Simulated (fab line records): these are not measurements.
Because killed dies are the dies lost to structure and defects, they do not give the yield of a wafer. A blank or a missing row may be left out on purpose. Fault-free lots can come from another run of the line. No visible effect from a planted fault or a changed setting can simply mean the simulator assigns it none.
Split-lot trial + flow n5Finfet + 21 wafers read across 7 lots, on a route 1938 steps long

## THE SPLIT ITSELF
At N5_BEOL_M14_EXPOSE_07 (exposes mask V13), the setting doseMj was moved away from the recipe's 57 on 8 of the 21 wafers read, by -6.2% to +3.8%. All remaining wafers had this setting at the recipe value.

## FROM THE SPLIT TO THE READING: what the file shows between them, 6 steps
- N5_BEOL_M14_PEB_08: peb time 90 s
- N5_BEOL_M14_DEVELOP_09: develop time 45 s
- N5_BEOL_M14_HARDBAKE_14: time 120 s
- N5_BEOL_M14_CD_MEAS_10: target cd 250 nm
- N5_BEOL_M14_STRIP_71: strips in post etch residue remover, time 60 s
- N5_BEOL_M14_SRD_72: time 30 s, dry time 30 s

## THE READING
cdNm at N5_BEOL_M14_CD_MEAS_17, given in nm (cd target 250 nm). Fault-free wafers of this fab line usually give 250.4 nm, standard deviation 1.8 nm.

| wafer  | tool, chamber at the split | doseMj as run | against the recipe | cdNm, nm | against lot-mates on the recipe |
|--------|----------------------------|---------------|--------------------|----------|---------------------------------|
| L080.2 | krfScanner-01, 0           | 59.18         | +3.8%              | 259.5    | +7.1                            |
| L080.3 | krfScanner-01, 0           | 57            | recipe             | 252.4    | -                               |
| L080.4 | krfScanner-01, 0           | 59.18         | +3.8%              | 257.0    | +4.6                            |
| L085.3 | krfScanner-01, 0           | 55.59         | -2.5%              | 247.7    | +1.7                            |
| L085.5 | krfScanner-01, 0           | 57            | recipe             | 246.0    | -                               |
| L085.6 | krfScanner-01, 0           | 55.59         | -2.5%              | 246.4    | +0.4                            |
| L088.2 | krfScanner-02, 0           | 57            | recipe             | 249.1    | -                               |
| L088.3 | krfScanner-02, 0           | 57            | recipe             | 249.3    | -                               |
| L088.5 | krfScanner-02, 0           | 57            | recipe             | 247.7    | -                               |
| L089.3 | krfScanner-02, 0           | 57            | recipe             | 250.0    | -                               |
| L089.4 | krfScanner-02, 0           | 57            | recipe             | 251.5    | -                               |
| L089.6 | krfScanner-02, 0           | 57            | recipe             | 251.0    | -                               |
| L091.2 | krfScanner-01, 0           | 57            | recipe             | 250.1    | -                               |
| L091.5 | krfScanner-01, 0           | 57            | recipe             | 253.4    | -                               |
| L091.6 | krfScanner-01, 0           | 57            | recipe             | 252.9    | -                               |
| L090.1 | krfScanner-01, 0           | 55.83         | -2.1%              | 247.7    | -3.3                            |
| L090.4 | krfScanner-01, 0           | 55.83         | -2.1%              | 247.1    | -3.9                            |
| L090.5 | krfScanner-01, 0           | 57            | recipe             | 251.0    | -                               |
| L095.1 | krfScanner-02, 0           | 57            | recipe             | 249.8    | -                               |
| L095.2 | krfScanner-02, 0           | 53.49         | -6.2%              | 240.5    | -9.3                            |
| L095.4 | krfScanner-02, 0           | 53.49         | -6.2%              | 239.8    | -10.0                           |

THE FIT
A straight line over all 21 wafers: cdNm changes by +1.74 nm for each +1% of doseMj; r = +0.92; the points scatter about the line by 1.8 nm.
The same after taking each lot's own level away (the mean of its wafers on the recipe; 21 wafers): +1.41 nm for each +1%; r = +0.90; scatter 1.7 nm.
Per that fit: largest doseMj move, reading shift of 8.7 nm.
The span of the lots' own levels, 246.00 to 252.40 nm, comes to 3.6 times the standard deviation stated above.
In other words, the slope is changed by the lot-to-lot level; the two fits disagree.
Check: with one of the wafers moved furthest among these (-6.2%) left out of the fit, the line predicts -7.97 nm for it against its lot-mates. It came out at -9.3 nm against them.

## FURTHER SPLITS ON THESE WAFERS
These wafers also went through other splits before the reading. Each is held against what the fit with the lots' levels taken away leaves over:
| other split on the same wafers | wafers away from the commonest value | r with cdNm (lot level and that fit taken away) |
|--------------------------------|--------------------------------------|-------------------------------------------------|
| N5_BEOL_M9_COAT_64 spinRpm     | 6                                    | -0.19                                           |
| N5_BEOL_M9_COAT_75 timeS       | 5                                    | +0.21                                           |
| N5_BEOL_M10_COAT_05 spinRpm    | 8                                    | +0.38                                           |
| N5_BEOL_M10_ETCH_62 timeS      | 2                                    | -0.01                                           |
| N5_BEOL_M11_DESCUM_16 timeS    | 7                                    | -0.43                                           |
| N5_BEOL_M11_ETCH_62 timeS      | 5                                    | +0.41                                           |
| N5_BEOL_M11_ETCH_66 timeS      | 8                                    | -0.04                                           |
| N5_BEOL_M11_ETCH_41 timeS      | 9                                    | -0.17                                           |
| N5_BEOL_M12_ETCH_68 timeS      | 8                                    | -0.12                                           |

## THE WHOLE CHAIN: every reading that the file lists as answering this split, in the file's order
| step                   | what it does     | reading | change (the file's fit)              | r (the file's) |
|------------------------|------------------|---------|--------------------------------------|----------------|
| N5_BEOL_M14_CD_MEAS_10 | target cd 250 nm | cdNm    | +1.65 nm for each +1% of the setting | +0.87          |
| N5_BEOL_M14_CD_MEAS_17 | target cd 250 nm | cdNm    | +1.37 nm for each +1% of the setting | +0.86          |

## FILE'S OWN FIT
cdNm changes by +1.37 nm for each +1% of doseMj, r = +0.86.
